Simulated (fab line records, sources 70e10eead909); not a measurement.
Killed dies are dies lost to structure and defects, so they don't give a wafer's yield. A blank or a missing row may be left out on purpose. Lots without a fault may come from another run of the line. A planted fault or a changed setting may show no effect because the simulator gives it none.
Which tool did it? | flow nand_harc | 11 lots, 33 wafers sampled, at 5 steps of a route of 1302

WHAT THE GAUGES READ, wafer by wafer
NHARC_END_SORT_01.
lot  | measured     | on        | killed_at_array | killed_at_other | killed_at_periphery | killed_dies | killed_open | killed_short
L899 | day 26 09:37 | prober-01 | 65 88 64        | 1 0 0           | 2 0 0               | 68 88 64    | 3 5 4       | 3 1 3
L915 | day 32 09:54 | prober-01 | 41 46 42        | 1 0 1           | 635 631 634         | 677 677 677 | 6 2 3       | 0 3 2
L916 | day 32 19:26 | prober-02 | 55 68 60        | 1 1 2           | 621 608 615         | 677 677 677 | 1 2 6       | 4 5 6

WHICH TOOL RAN EACH LOT (tool, then ch and the chambers of the sampled wafers, then the start)
lot  | NHARC_P_GATE_HM_DEP_102       | NHARC_P_GATE_ETCH_104              | NHARC_P_GATE_ETCH_32             | NHARC_P_GATE_STRIP_108
L893 | acl_dep-02 ch 0, day 4 05:05  | rie_diel-05 ch 0,1,3, day 4 06:29  | rie_si-01 ch 0,2,3, day 4 06:51  | rie_diel-03 ch 1,2,3, day 4 07:01
L894 | acl_dep-02 ch 0, day 4 09:14  | rie_diel-10 ch 0,2,3, day 4 10:40  | rie_si-01 ch 0,1, day 4 11:01    | rie_diel-10 ch 0,1,2, day 4 11:13
L895 | acl_dep-01 ch 0, day 4 18:34  | rie_diel-03 ch 0,2, day 4 20:05    | rie_si-01 ch 0,2, day 4 20:27    | rie_diel-10 ch 0,1, day 4 20:37
L899 | acl_dep-01 ch 0, day 6 12:29  | rie_diel-05 ch 0,2,3, day 6 14:07  | rie_si-01 ch 1,2, day 6 14:29    | rie_diel-10 ch 1,2, day 6 14:39
L901 | acl_dep-02 ch 0, day 7 04:53  | rie_diel-03 ch 1,2,3, day 7 06:28  | rie_si-02 ch 1,2,3, day 7 06:50  | rie_diel-05 ch 0,1,2, day 7 07:01
L902 | acl_dep-03 ch 0, day 8 02:02  | rie_diel-05 ch 1,2,3, day 8 03:40  | rie_si-02 ch 1,2, day 8 04:04    | rie_diel-03 ch 0,1, day 8 04:12
L904 | acl_dep-03 ch 0, day 8 11:37  | rie_diel-05 ch 0,2, day 8 13:14    | rie_si-01 ch 1,2,3, day 8 13:38  | rie_diel-05 ch 0,1,3, day 8 13:47
L905 | acl_dep-02 ch 0, day 9 01:06  | rie_diel-03 ch 1,2,3, day 9 02:29  | rie_si-01 ch 0,1,2, day 9 02:51  | rie_diel-03 ch 0,1,2, day 9 03:02
L914 | acl_dep-02 ch 0, day 12 23:22 | rie_diel-10 ch 1,2,3, day 13 00:56 | rie_si-01 ch 0,3, day 13 01:21   | rie_diel-10 ch 1,3, day 13 01:32
L915 | acl_dep-03 ch 0, day 13 04:13 | rie_diel-03 ch 0,1,3, day 13 05:43 | rie_si-01 ch 0,1,3, day 13 06:05 | rie_diel-10 ch 1,2,3, day 13 06:15
L916 | acl_dep-02 ch 0, day 13 11:02 | rie_diel-05 ch 0,1,2, day 13 12:42 | rie_si-02 ch 0,2,3, day 13 13:08 | rie_diel-10 ch 0,1,3, day 13 13:17
- NHARC_P_GATE_HM_DEP_102: deposits aC, target thk 120 nm.
- NHARC_P_GATE_ETCH_104: etches the open film in CF4/CHF3, target depth 60 nm.
- NHARC_P_GATE_ETCH_32: etches the open film in HBr/Cl2, target depth 150 nm, time 100.1 s.
- NHARC_P_GATE_STRIP_108: strips in O2.

WHAT THE TOOLS THEMSELVES READ (means of the sampled wafers that have a number; where no wafer has one, the mark that the record gives instead)
NHARC_P_GATE_HM_DEP_102.
lot  | tool       | throttle_valve_pct (%)
L893 | acl_dep-02 | 35.006
L894 | acl_dep-02 | 35.005
L895 | acl_dep-01 | 34.996
L899 | acl_dep-01 | 35.010
L901 | acl_dep-02 | 34.996
L902 | acl_dep-03 | 34.993
L904 | acl_dep-03 | 34.996
L905 | acl_dep-02 | 34.998
L914 | acl_dep-02 | 35.008
L915 | acl_dep-03 | 35.003
L916 | acl_dep-02 | 34.998

NHARC_P_GATE_ETCH_104.
lot  | tool        | bias_w (W) | cf4_flow_sccm (sccm) | drypump_motor_current_A (A) | mfc_ar_sccm (sccm) | oes_product_au (a.u.) | rf_vpp_V (V) | showerhead_plenum_p_Torr (Torr) | throttle_valve_pct (%)
L893 | rie_diel-05 | 200.3      | 99.83                | 5.9                         | 0.014              | 0.959                 | 371.1        | 1.59                            | 16.793
L894 | rie_diel-10 | 199.7      | 99.86                | 6.0                         | 0.008              | 0.971                 | 369.4        | 1.55                            | 16.798
L895 | rie_diel-03 | 199.4      | 100.06               | 5.3                         | 0.009              | 0.954                 | 372.1        | 1.63                            | 16.804
L899 | rie_diel-05 | 199.7      | 99.91                | 5.9                         | 0.006              | 0.964                 | 371.8        | 1.59                            | 16.807
L901 | rie_diel-03 | 199.8      | 100.13               | 5.3                         | 0.000              | 0.926                 | 370.9        | 1.61                            | 16.801
L902 | rie_diel-05 | 199.6      | 99.87                | 5.8                         | 0.008              | 0.927                 | 372.2        | 1.63                            | 16.809
L904 | rie_diel-05 | 199.8      | 100.19               | 5.9                         | 0.006              | 0.979                 | 372.0        | 1.60                            | 16.810
L905 | rie_diel-03 | 200.8      | 99.88                | 5.3                         | 0.000              | 0.971                 | 371.1        | 1.61                            | 16.806
L914 | rie_diel-10 | 199.6      | 100.16               | 6.0                         | 0.012              | 0.928                 | 370.3        | 1.57                            | 16.795
L915 | rie_diel-03 | 199.7      | 100.21               | 5.3                         | 0.004              | 0.948                 | 372.6        | 1.62                            | 16.804
L916 | rie_diel-05 | 200.1      | 99.99                | 5.9                         | 0.014              | 0.959                 | 370.9        | 1.59                            | 16.800

NHARC_P_GATE_ETCH_32.
lot  | tool      | bias_w (W) | chamber_pressure_mTorr (mTorr) | drypump_motor_current_A (A) | oes_product_au (a.u.) | throttle_valve_pct (%)
L893 | rie_si-01 | 100.0      | 15.008                         | 5.8                         | 0.994                 | 26.402
L894 | rie_si-01 | 99.9       | 14.990                         | 5.6                         | 0.996                 | 26.404
L895 | rie_si-01 | 100.0      | 15.002                         | 5.5                         | 0.994                 | 26.414
L899 | rie_si-01 | 100.2      | 15.002                         | 6.1                         | 0.983                 | 26.408
L901 | rie_si-02 | 100.1      | 15.000                         | 5.7                         | 0.998                 | 26.403
L902 | rie_si-02 | 99.9       | 14.997                         | 5.5                         | 0.991                 | 26.391
L904 | rie_si-01 | 99.8       | 14.988                         | 6.1                         | 0.988                 | 26.413
L905 | rie_si-01 | 99.8       | 15.011                         | 5.8                         | 1.002                 | 26.404
L914 | rie_si-01 | 100.1      | 15.006                         | 6.0                         | 1.003                 | 26.402
L915 | rie_si-01 | -          | -                              | -                           | -                     | -
L916 | rie_si-02 | -          | -                              | -                           | -                     | -

NHARC_P_GATE_STRIP_108.
lot  | tool        | drypump_motor_current_A (A) | mfc_ar_sccm (sccm) | oes_product_au (a.u.) | rf_vpp_V (V) | showerhead_plenum_p_Torr (Torr) | throttle_valve_pct (%)
L893 | rie_diel-03 | 5.3                         | 0.000              | 1.000                 | 58.3         | 3.60                            | 17.030
L894 | rie_diel-10 | 6.1                         | 0.012              | 1.001                 | 58.0         | 3.51                            | 17.042
L895 | rie_diel-10 | 6.5                         | 0.007              | 1.016                 | 57.2         | 3.61                            | 17.041
L899 | rie_diel-10 | 6.1                         | 0.016              | 1.001                 | 57.8         | 3.57                            | 17.038
L901 | rie_diel-05 | 5.9                         | 0.014              | 1.005                 | 58.2         | 3.59                            | 17.032
L902 | rie_diel-03 | 5.3                         | 0.009              | 0.991                 | 58.1         | 3.69                            | 17.042
L904 | rie_diel-05 | 5.9                         | 0.014              | 0.993                 | 58.0         | 3.56                            | 17.038
L905 | rie_diel-03 | 5.3                         | 0.005              | 0.993                 | 58.0         | 3.66                            | 17.039
L914 | rie_diel-10 | 6.3                         | 0.004              | 0.984                 | 58.2         | 3.59                            | 17.040
L915 | rie_diel-10 | 6.0                         | 0.012              | 0.999                 | 57.3         | 3.53                            | 17.031
L916 | rie_diel-10 | 6.4                         | 0.004              | 0.991                 | 57.8         | 3.56                            | 17.043

THE ANSWER, worked out from the rows above alone
Rule: what is usual is taken from the lots themselves. Put in order of their means at a reading, lots are off if they are a third of the lots or fewer, leave a main group of 4 or more, and stand apart from it by a gap of 3 or more times the standard deviation of the main group's means; of several such gaps the widest counts. A main group whose means are all the same, to the digits that the tables above print for the reading, isn't used. A lot without any number at a reading at which 4 lots or more have one is off too. The other lots that the step has rows for count as sound. The gauges are gone through in route order, then the tools' own readings, and for those a lot's mean is taken as printed above. The first step at which some lot is off is used, and at that step the reading that is off furthest; a lot without a number counts as furthest.
Off: L915, L916, at NHARC_P_GATE_ETCH_32 (bias_w). Without a number there: L915, L916. The main group: mean 100.0 W, standard deviation 0.13.
A tool fits if, at that step or a process step before it, it ran every lot that is off, and no sound lot after the first of them. None of those tried fits.

WHAT THE SIMULATOR HAD PUT IN
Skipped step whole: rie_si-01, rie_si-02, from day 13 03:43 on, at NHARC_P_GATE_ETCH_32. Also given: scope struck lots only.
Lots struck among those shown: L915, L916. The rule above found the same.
